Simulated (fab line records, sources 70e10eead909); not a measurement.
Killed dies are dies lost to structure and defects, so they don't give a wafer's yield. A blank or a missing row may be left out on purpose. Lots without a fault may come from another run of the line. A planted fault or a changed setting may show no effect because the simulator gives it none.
Chamber matching | flow nand_harc | NHARC_THIN_TSV_ETCH_15 on rie_si-05: 4 sister chambers
The step target depth 3000 nm, bosch target overetch cycles 2, bosch etch step 2.8 s. 4 wafers are shown with their chamber, then 7 later ones without.

WAFERS WITH THEIR CHAMBER
wafer  | chamber | drypump_motor_current_A (A)
L131.3 | 1       | 5.6
L131.4 | 0       | 5.9
L141.1 | 3       | 6.2
L141.2 | 2       | 6.7

WAFERS WITHOUT THEIR CHAMBER
wafer  | drypump_motor_current_A (A)
L141.6 | 5.7
L144.2 | 6.7
L144.4 | 6.0
L144.6 | 6.3
L142.1 | 5.6
L142.4 | 6.2
L142.6 | 5.6

WHICH CHAMBER EACH WENT THROUGH
wafer  | from the rows above     | in truth
L141.6 | can't be placed: 1 or 0 | 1
L144.2 | 2                       | 2
L144.4 | can't be placed: 0 or 3 | 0
L144.6 | 3                       | 3
L142.1 | 1                       | 1
L142.4 | 3                       | 3
L142.6 | 1                       | 1
Placed correctly: 5 of 7. Can't be placed from these rows: 2 (the true chamber is among the candidates in 2). Placed wrongly: 0.
How it was worked out, from the rows above alone: a wafer's distance from a chamber is the root of the sum, over the readings, of the square of ((its reading less the chamber's mean) divided by the reading's scatter). The wafer belongs to the nearest chamber; if the next one is less than 2 further off, it can't be placed. A chamber's mean is the mean of its shown wafers. The scatter: with one shown wafer a chamber, the root of the mean of the squares of how far each hidden wafer lies from its nearest shown one.
